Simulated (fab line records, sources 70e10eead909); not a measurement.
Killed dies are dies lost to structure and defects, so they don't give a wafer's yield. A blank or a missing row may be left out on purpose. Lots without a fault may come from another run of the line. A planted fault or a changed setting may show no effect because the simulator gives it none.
fab line records | flow nand_harc
record lots=7 wafers=21 last_day=24
route steps=1159 shown A_BLC@989 A_M0@994
lots that met no fault: from a run of the same line without faults
start_h: hours from the record's first day to the start of the lot's first wafer shown | wait_h: hours since the lot's step before | " the same as in the row above | L1.1+2: a row that stands for several wafers | - no value, or no start given | * or withheld: withheld | < > ~ a bound
route shown NAME@n: a module of which the file shows steps, and the number in the route of the first | usual: mean/standard deviation of fault-free wafers | same: alike in all rows | chamber/n: place in a boat | sites: the reading at each site | _std_site: their standard deviation | _edge_site: outer sites' mean less inner sites' | radius_mm: how far each site lies from the wafer's centre | mask NAME#n: copy n | behind: the tool/chamber that last shaped the wafer | hold: why the lot was held/for how many hours/how that ended | device: the transistor (n, p or np) that didn't switch | end of line: the same wafers' tests at the end of the route | a step without rows: its recipe alone | killed: dies lost to structure and defects at the first sort, not the wafer's yield | map: a wafer's dies, x killed, . not, _ none there
set.NAME: the setting as run; set.NAME@STEP: as run at that earlier step | model.NAME: the simulator's own value behind a step, which no gauge read
lots at some steps of the route; a table a step, a row a wafer
services: from which hour (start_h, from the record's first day; less than 0 if before it) a tool's chamber was out of use, for how many hours, and why
## steps
# step NHARC_A_BLC_CVD_24
# recipe target_thk_a=1500 temp_c=300 pressure_torr=40 wf6_flow_sccm=40 h2_flow_sccm=1600 ar_flow_sccm=1560 time_s=434 material=W
# usual chamber_pressure_Torr=39.99/0.094 heater_power_w=477/23 throttle_valve_pct=7.72/0.2
# columns lot.wafer tool chamber start_h wait_h chamber_pressure_Torr heater_power_w throttle_valve_pct
L398.1 cvd_w-02 0 - - 40.07 448 7.82
L398.3 " 1 " " 39.93 473 7.68
L398.5 " 1 " " 39.94 463 7.74
L406.2 cvd_w-01 0 - - 40.01 522 7.79
L406.4 " 0 " " 39.90 523 7.67
L406.6 " 0 " " 39.92 510 7.63
L409.1 cvd_w-02 1 - - 40.09 452 7.75
L409.3 " 0 " " 40.00 451 7.57
L409.6 " 0 " " 40.03 448 8.12
L412.2 cvd_w-02 0 - - 39.96 443 7.59
L412.3 " 0 " " 39.90 446 7.69
L412.4 " 1 " " 40.04 480 7.47
L419.2 cvd_w-02 1 - - 40.00 464 7.87
L419.4 " 1 " " 39.89 481 7.60
L419.6 " 1 " " 39.90 481 7.71
L417.3 cvd_w-01 0 - - 39.85 512 7.69
L417.4 " 1 " " 39.99 490 7.99
L417.6 " 0 " " 39.78 510 7.46
L420.4 cvd_w-02 1 - - 39.91 470 7.75
L420.5 " 1 " " 40.04 468 7.62
L420.6 " 1 " " 39.91 465 7.92
# step NHARC_A_BLC_CMP_25
# recipe t_overpolish_s=30 target_thk_nm=150
# usual motor_current_A=12.3/0.95 overpolish_run_s=30.001/0.0087 time_to_endpoint_s=29.8/2.1
# same t_overpolish_s=30
# columns lot.wafer tool chamber start_h wait_h motor_current_A overpolish_run_s time_to_endpoint_s
L398.3 cmp-04 2 431.32 0.3 12.6 30.002 28.3
L398.1 " 3 " " 12.7 30.002 29.9
L398.5 " 2 " " 12.6 29.998 30.4
L406.4 cmp-01 0 459.89 0.3 12.2 30.003 31.5
L406.2 " 1 " " 14.0 29.996 27.1
L406.6 " 0 " " 12.3 30.018 30.1
L409.3 cmp-01 1 468.52 0.3 13.4 30.000 31.4
L409.1 " 2 " " 12.7 30.000 29.9
L409.6 " 2 " " 11.9 29.987 28.4
L412.4 cmp-04 1 492.96 0.2 11.2 29.983 31.0
L412.2 " 3 " " 12.7 29.991 29.8
L412.3 " 0 " " 11.8 30.007 30.9
L419.2 cmp-01 2 515.75 0.4 13.2 29.998 29.1
L419.4 " 1 " " 14.5 30.020 30.6
L419.6 " 3 " " 11.1 29.992 27.6
L417.4 cmp-04 2 517.74 0.2 13.0 29.996 30.8
L417.3 " 0 " " 12.4 30.008 27.1
L417.6 " 3 " " 11.6 30.007 30.3
L420.4 cmp-02 1 537.88 0.4 11.0 30.009 32.0
L420.5 " 0 " " 12.8 30.001 27.4
L420.6 " 1 " " 12.0 29.997 29.6
# step NHARC_A_BLC_SRD_27
# step NHARC_A_BLC_INSPECT_28
# usual raw_defect_count=402/100
# columns lot.wafer tool chamber start_h wait_h raw_defect_count
L398.1 defect_inspect-02 - 431.70 0.1 312
L398.3 " - " " 274
L398.5 " - " " 332
L406.2 defect_inspect-01 - 460.29 0.1 291
L406.4 " - " " 334
L406.6 " - " " 319
L409.1 defect_inspect-01 - 468.92 0.1 617
L409.3 " - " " 654
L409.6 " - " " 769
L412.2 defect_inspect-02 - 493.36 0.1 354
L412.3 " - " " 300
L412.4 " - " " 302
L419.2 defect_inspect-01 - 516.15 0.1 636
L419.4 " - " " 366
L419.6 " - " " 384
L417.3 defect_inspect-02 - 518.14 0.1 543
L417.4 " - " " 461
L417.6 " - " " 486
L420.4 defect_inspect-01 - 538.25 0.1 263
L420.5 " - " " 265
L420.6 " - " " 301
# step NHARC_A_M0_DEP_00
# recipe target_thk_a=1500 target_thk_nm=150 temp_c=withheld pressure_torr=5 flow_sccm=200 rf_w=600 material=SiOC
# step NHARC_A_M0_DEHYDRATE_01
# recipe temp_c=150 time_s=120
# step NHARC_A_M0_HMDS_02
# recipe time_s=30
# step NHARC_A_M0_COAT_33
# recipe temp_c=200 time_s=65
# step NHARC_A_M0_COAT_03
# recipe spin_rpm=1500 resist_thk_nm=90
# step NHARC_A_M0_SOFTBAKE_04
# recipe temp_c=105 time_s=55
# step NHARC_A_M0_EBR_05
# step NHARC_A_M0_EXPOSE_06
# recipe na=1.35 target_cd_nm=80 dose_mj=83.25 mask_id=A_M0
# columns lot.wafer tool chamber start_h wait_h mask
L398.1+3+5 arfi_scanner-02 0 432.45 - A_M0#0
L406.2+4+6 arfi_scanner-03 0 461.06 - A_M0#0
L409.1+3+6 arfi_scanner-03 0 469.56 - A_M0#0
L412.2+3+4 arfi_scanner-01 0 494.12 - A_M0#0
L419.2+4+6 arfi_scanner-02 0 516.84 - A_M0#0
L417.3+4+6 arfi_scanner-02 0 518.79 - A_M0#0
L420.4+5+6 arfi_scanner-02 0 539.03 - A_M0#0
# step NHARC_A_M0_PEB_07
# recipe peb_temp_c=100 peb_time_s=65
# step NHARC_A_M0_DEVELOP_08
# recipe develop_time_s=35 dev_temp_c=23
# step NHARC_A_M0_CD_MEAS_09
# recipe target_cd_nm=80 landing_energy_ev=500
# usual cd_nm=80.3/0.71
# columns lot.wafer tool chamber start_h wait_h cd_nm
L398.1 cd_sem-01 0 432.60 - 80.0
L398.3 " 0 " " 80.5
L398.5 " 0 " " 81.0
L406.2 cd_sem-02 0 461.20 - 79.8
L406.4 " 0 " " 80.2
L406.6 " 0 " " 79.5
L409.1 cd_sem-01 0 469.70 - 80.8
L409.3 " 0 " " 81.2
L409.6 " 0 " " 80.3
L412.2 cd_sem-03 0 494.25 - 79.4
L412.3 " 0 " " 80.3
L412.4 " 0 " " 79.9
L419.2 cd_sem-02 0 516.98 - 81.0
L419.4 " 0 " " 81.0
L419.6 " 0 " " 63.3
L417.3 cd_sem-03 0 518.92 - 79.9
L417.4 " 0 " " 80.2
L417.6 " 0 " " 63.0
L420.4 cd_sem-02 0 539.16 - 79.9
L420.5 " 0 " " 63.3
L420.6 " 0 " " 63.8
# step NHARC_A_M0_OVL_MEAS_10
# recipe pitch_nm=160
# usual overlay_x_nm=0.0/0.77 overlay_y_nm=0.2/0.91
# columns lot.wafer tool chamber start_h wait_h overlay_x_nm overlay_y_nm
L398.1 overlay-01 - 432.68 - 0.7 0.3
L398.3 " - " " 0.4 -0.1
L398.5 " - " " 0.4 0.6
L406.2 overlay-01 - 461.28 - -0.2 -0.6
L406.4 " - " " -0.4 -0.2
L406.6 " - " " -0.3 -0.5
L409.1 overlay-02 - 469.78 - 1.9 -0.2
L409.3 " - " " 1.8 0.1
L409.6 " - " " 1.8 -0.1
L412.2 overlay-02 - 494.34 - -0.2 -0.4
L412.3 " - " " 0.2 -0.8
L412.4 " - " " -0.2 -1.0
L419.2 overlay-02 - 517.07 - -1.2 -0.1
L419.4 " - " " -1.0 -1.0
L419.6 " - " " -0.5 -0.5
L417.3 overlay-01 - 519.01 - 0.7 0.0
L417.4 " - " " 0.3 -0.4
L417.6 " - " " 1.0 -0.2
L420.4 overlay-01 - 539.25 - 0.7 -0.5
L420.5 " - " " 0.1 -0.7
L420.6 " - " " -0.8 -0.7
# step NHARC_A_M0_INSPECT_11
# usual raw_defect_count=30/12
# columns lot.wafer tool chamber start_h wait_h raw_defect_count
L398.1 defect_inspect-02 - 432.72 0.0 23
L398.3 " - " " 29
L398.5 " - " " 29
L406.2 defect_inspect-01 - 461.32 0.0 16
L406.4 " - " " 16
L406.6 " - " " 14
L409.1 defect_inspect-01 - 469.82 0.0 48
L409.3 " - " " 46
L409.6 " - " " 42
L412.2 defect_inspect-01 - 494.38 0.0 17
L412.3 " - " " 16
L412.4 " - " " 5
L419.2 defect_inspect-01 - 517.11 0.0 23
L419.4 " - " " 13
L419.6 " - " " 22
L417.3 defect_inspect-01 - 519.04 0.0 33
L417.4 " - " " 33
L417.6 " - " " 44
L420.4 defect_inspect-02 - 539.28 0.0 41
L420.5 " - " " 26
L420.6 " - " " 24
# step NHARC_A_M0_DESCUM_14
# recipe time_s=3 o2_flow_sccm=200 ar_flow_sccm=0 bias_power_w=0 chemistry=O2
# usual drypump_motor_current_A=5.8/0.4 oes_product_au=0.997/0.01 rf_vpp_V=57.9/0.87 showerhead_plenum_p_Torr=1.93/0.048 throttle_valve_pct=11.311/0.0086
# columns lot.wafer tool chamber start_h wait_h drypump_motor_current_A oes_product_au rf_hours_counter_h rf_vpp_V showerhead_plenum_p_Torr throttle_valve_pct model.A_M0.cd_nm
L398.3 rie_diel-07 0 432.79 0.1 6.4 1.008 1 57.2 1.92 11.299 80.69
L398.1 " 2 " " 5.8 0.977 1 57.5 1.98 11.323 79.38
L398.5 " 3 " " 5.4 0.997 - 57.7 1.96 11.304 81.2
L406.2 rie_diel-06 0 461.38 0.1 6.2 1.002 2 58.5 1.89 11.312 80.08
L406.4 " 1 " " 5.9 0.996 2 57.6 1.91 11.320 79.82
L406.6 " 0 " " 6.2 0.988 - 56.9 1.89 11.302 79.8
L409.1 rie_diel-05 0 469.88 0.1 5.3 1.000 8 57.2 1.93 11.316 80.51
L409.3 " 1 " " 5.1 0.988 8 58.9 1.97 11.314 81
L409.6 " 3 " " 6.0 0.997 - 57.2 2.00 11.322 79.78
L412.3 rie_diel-06 3 494.44 0.1 5.9 0.993 4 56.3 1.86 11.323 80.15
L412.4 " 0 " " 6.2 0.987 5 57.6 1.89 11.289 79.89
L412.2 " 1 " " 5.9 0.997 5 57.8 1.91 11.311 79.79
L419.4 rie_diel-06 1 517.18 0.1 5.9 1.013 7 58.2 1.91 11.318 81.2
L419.2 " 2 " " 5.9 0.999 7 58.8 1.92 11.294 80.99
L419.6 " 0 " " 6.2 0.991 - 58.5 1.89 11.314 63.41
L417.3 rie_diel-06 1 519.11 0.1 5.9 1.001 7 58.5 1.91 11.314 79.99
L417.4 " 3 " " 5.9 0.996 8 56.3 1.86 11.310 80.02
L417.6 " 1 " " 5.9 0.997 - 58.0 1.91 11.313 63.67
L420.5 rie_diel-05 0 539.38 0.1 5.3 1.012 - 58.3 1.93 11.301 63.82
L420.6 " 1 " " 5.1 0.996 - 56.2 1.96 11.316 63.88
L420.4 " 3 " " 5.9 1.004 - 58.2 1.99 11.315 79.99
# step NHARC_A_M0_ETCH_34
# recipe target_depth_a=400 overetch_a=120 time_s=43.94 ion_energy_ev=200 n2_flow_sccm=150 h2_flow_sccm=150 ar_flow_sccm=0 rf_w=400 bias_w=150 chemistry=N2/H2
# usual drypump_motor_current_A=5.8/0.39 n2_flow_sccm=150.0/0.51 oes_product_au=0.999/0.01 rf_vpp_V=431.1/1.7 showerhead_plenum_p_Torr=2.06/0.052 throttle_valve_pct=14.171/0.0095
# columns lot.wafer tool chamber start_h wait_h drypump_motor_current_A n2_flow_sccm oes_product_au rf_hours_counter_h rf_vpp_V showerhead_plenum_p_Torr throttle_valve_pct
L398.1 rie_diel-07 0 432.87 0.1 6.4 150.4 0.998 1 430.5 2.04 14.172
L398.3 " 1 " " 5.4 149.5 1.009 1 433.6 2.15 14.155
L398.5 " 0 " " 6.4 150.7 0.998 - 431.8 2.04 14.163
L406.4 rie_diel-06 0 461.46 0.1 6.2 150.0 1.001 2 428.8 2.01 14.190
L406.2 " 2 " " 5.9 149.4 1.002 2 431.2 2.05 14.155
L406.6 " 1 " " 5.9 150.5 1.002 - 431.1 2.04 14.167
L409.1 rie_diel-05 3 469.98 0.1 5.9 151.0 1.000 9 433.7 2.13 14.179
L409.3 " 1 " " 5.2 150.6 0.996 8 430.3 2.10 14.175
L409.6 " 1 " " 5.2 150.1 0.992 - 431.3 2.10 14.178
L412.3 rie_diel-06 3 494.52 0.1 5.9 150.5 0.991 4 428.9 1.98 14.168
L412.4 " 1 " " 5.9 150.8 1.001 5 430.5 2.04 14.161
L412.2 " 2 " " 5.9 149.5 0.997 4 432.1 2.05 14.169
L419.2 rie_diel-06 2 517.26 0.1 5.9 150.2 1.001 7 430.3 2.05 14.149
L419.4 " 0 " " 6.2 150.2 0.996 8 428.3 2.01 14.168
L419.6 " 1 " " 5.9 149.8 1.019 - 429.4 2.04 14.181
L417.4 rie_diel-06 1 519.19 0.1 5.9 149.8 1.016 7 430.7 2.04 14.177
L417.3 " 0 " " 6.2 150.5 1.000 8 428.7 2.01 14.174
L417.6 " 2 " " 5.9 149.9 0.995 - 430.4 2.05 14.169
L420.5 rie_diel-05 1 539.47 0.1 5.2 150.4 0.988 - 432.7 2.09 14.162
L420.4 " 3 " " 6.0 150.3 1.013 - 432.1 2.13 14.156
L420.6 " 0 " " 5.4 150.2 1.006 - 430.8 2.06 14.170
# step NHARC_A_M0_ETCH_15
# recipe target_depth_a=1500 overetch_a=150 time_s=82.5 c4f8_flow_sccm=withheld ar_flow_sccm=400 rf_w=600 bias_w=300 chemistry=C4F8/Ar
# usual oes_product_au=0.954/0.021 rf_vpp_V=441.4/1.7
# columns lot.wafer tool chamber start_h wait_h oes_product_au rf_hours_counter_h rf_vpp_V model.A_M0.cd_nm
L398.3 rie_diel-07 0 - - 0.965 1 439.5 80.72
L398.1 " 1 " " 0.988 1 443.0 79.16
L398.5 " 0 " " 0.966 - 439.7 81.04
L406.2 rie_diel-06 1 - - 0.969 2 440.2 79.75
L406.4 " 3 " " 0.959 2 439.8 79.74
L406.6 " 2 " " 0.986 - 441.4 80.56
L409.3 rie_diel-05 3 - - 0.942 9 444.7 80.76
L409.1 " 1 " " 0.917 8 442.7 80.74
L409.6 " 3 " " 0.934 - 443.9 79.46
L412.2 rie_diel-06 3 - - 0.957 4 439.6 79.37
L412.3 " 0 " " 0.974 5 440.8 80.06
L412.4 " 1 " " 0.972 5 442.2 80.82
L419.4 rie_diel-06 3 - - 0.954 8 439.2 81.57
L419.2 " 0 " " 0.959 8 440.4 80.61
L419.6 " 3 " " 0.969 - 439.4 64.35
L417.3 rie_diel-06 2 - - 0.978 7 439.9 80.13
L417.4 " 1 " " 0.974 7 440.8 80.84
L417.6 " 2 " " 0.979 - 439.6 63.3
L420.4 rie_diel-05 3 - - 0.970 - 445.6 79.82
L420.6 " 0 " " 0.984 - 441.3 63.9
L420.5 " 1 " " 0.960 - 441.4 63.13
# step NHARC_A_M0_CD_MEAS_16
# usual cd_nm=80.3/0.96
# columns lot.wafer tool chamber start_h wait_h cd_nm
L398.1 cd_sem-01 - 433.08 - 78.8
L398.3 " - " " 80.9
L398.5 " - " " 81.1
L406.2 cd_sem-02 - 461.68 - 79.8
L406.4 " - " " 80.1
L406.6 " - " " 80.4
L409.1 cd_sem-01 - 470.23 - 80.8
L409.3 " - " " 80.4
L409.6 " - " " 79.1
L412.2 cd_sem-03 - 494.74 - 79.1
L412.3 " - " " 80.0
L412.4 " - " " 81.0
L419.2 cd_sem-01 - 517.47 - 80.6
L419.4 " - " " 81.5
L419.6 " - " " 64.2
L417.3 cd_sem-02 - 519.42 - 80.1
L417.4 " - " " 80.8
L417.6 " - " " 63.3
L420.4 cd_sem-03 - 539.70 - 79.9
L420.5 " - " " 63.1
L420.6 " - " " 63.7
# step NHARC_A_M0_STRIP_18
# recipe power_w=1000 n2_flow_sccm=150 h2_flow_sccm=150 ar_flow_sccm=0 bias_w=0 chemistry=N2/H2
# usual drypump_motor_current_A=5.8/0.36 n2_flow_sccm=150.0/0.44 oes_product_au=0.998/0.012 rf_vpp_V=90.8/0.93 showerhead_plenum_p_Torr=2.06/0.051 throttle_valve_pct=14.172/0.0088
# columns lot.wafer tool chamber start_h wait_h drypump_motor_current_A n2_flow_sccm oes_product_au rf_hours_counter_h rf_vpp_V showerhead_plenum_p_Torr throttle_valve_pct
L398.3 rie_diel-06 2 433.16 0.1 5.9 149.8 0.997 0 91.3 2.05 14.172
L398.1 " 1 " " 5.9 149.7 1.010 0 91.3 2.04 14.173
L398.5 " 3 " " 5.9 149.6 0.985 - 89.7 1.98 14.173
L406.2 rie_diel-05 0 461.79 0.1 5.3 150.3 1.014 8 90.0 2.06 14.180
L406.6 " 3 " " 5.9 150.1 1.007 - 92.1 2.13 14.182
L406.4 " 0 " " 5.3 150.5 1.011 - 90.4 2.06 14.181
L409.1 rie_diel-07 0 470.33 0.1 6.4 149.8 1.000 3 90.6 2.04 14.179
L409.3 " 1 " " 5.4 150.3 1.011 3 92.9 2.15 14.170
L409.6 " 0 " " 6.4 150.1 0.994 - 91.1 2.04 14.171
L412.2 rie_diel-06 0 494.81 0.1 6.2 150.9 0.990 5 90.2 2.01 14.162
L412.4 " 1 " " 5.9 149.7 1.002 5 92.4 2.04 14.165
L412.3 " 2 " " 5.8 149.7 1.003 4 90.6 2.05 14.172
L419.2 rie_diel-06 1 517.54 0.1 5.9 149.7 1.012 7 90.9 2.04 14.169
L419.4 " 2 " " 5.8 150.2 0.984 7 90.5 2.05 14.188
L419.6 " 1 " " 5.9 150.2 1.004 - 91.6 2.04 14.170
L417.3 rie_diel-07 1 519.48 0.1 5.4 150.4 1.013 8 89.4 2.15 14.155
L417.4 " 2 " " 5.8 150.3 0.997 8 91.5 2.11 14.176
L417.6 " 1 " " 5.4 151.6 1.014 - 91.2 2.15 14.187
L420.6 rie_diel-05 3 539.87 0.2 5.9 150.0 1.002 - 91.4 2.13 14.187
L420.5 " 0 " " 5.3 150.4 1.010 - 89.8 2.05 14.172
L420.4 " 1 " " 5.2 150.5 0.991 - 92.3 2.09 14.173
## services
# columns tool chamber start_h hours kind
cmp-01 - 417.54 3.8 repair
rie_diel-06 - 418.20 9.0 pm
rie_diel-06 0 418.20 9.0 vent_cycle
rie_diel-06 1 418.20 9.0 vent_cycle
cmp-02 - 422.66 4.0 pm
arfi_scanner-02 - 428.00 4.0 pm
cmp-02 - 438.51 0.9 repair
rie_diel-05 1 441.04 6.7 repair
arfi_scanner-01 - 441.42 2.6 repair
cmp-01 - 449.54 2.0 repair
rie_diel-05 2 461.19 116.2 repair
rie_diel-06 2 470.94 14.3 repair
cvd_w-01 - 477.95 13.0 pm
cmp-01 - 478.34 4.0 pm
arfi_scanner-02 - 481.43 0.6 repair
arfi_scanner-03 - 484.00 4.0 pm
arfi_scanner-01 - 484.77 4.0 pm
cmp-04 - 497.00 4.0 pm
rie_diel-07 - 508.52 1.0 repair
rie_diel-05 - 517.73 9.0 pm
rie_diel-06 2 520.52 2.5 repair
cmp-02 - 520.66 4.0 pm
rie_diel-06 0 523.98 1.6 repair
cvd_w-02 0 528.98 10.5 repair
## key
first_sign step=NHARC_A_M0_CD_MEAS_09 reading=cd_nm direction=down sigmas=24 usual=80.3 struck=63.4
effect step=NHARC_A_M0_CD_MEAS_16 reading=cd_nm direction=down sigmas=17 usual=80.3 struck=63.6
model_effect step=NHARC_A_M0_DESCUM_14 value=A_M0.cd_nm without=80.6 struck=63.69
model_effect step=NHARC_A_M0_ETCH_15 value=A_M0.cd_nm without=80.57 struck=63.67
met_at NHARC_A_M0_EXPOSE_06
struck_wafers L417.6,L419.6,L420.5,L420.6
later_rows_left_out L417.6,L419.6,L420.5,L420.6
sort_left_out L417.6,L419.6,L420.5,L420.6
onset_between 432.45 516.84
fault kind=process_parameter_drift tool=arfi_scanner-02 chamber=- onset_h=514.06 steps=NHARC_A_M0_EXPOSE_06 channel=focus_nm offset=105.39 shape=step end_h=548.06 scope=struck_wafers_only
# sort_left_out: the simulated sort isn't trusted on such a fault, so these wafers' sort isn't shown, and their yield isn't known
# later_rows_left_out: the simulator's readings of these wafers behind a module that went badly wrong aren't trusted and aren't shown, but for the sort
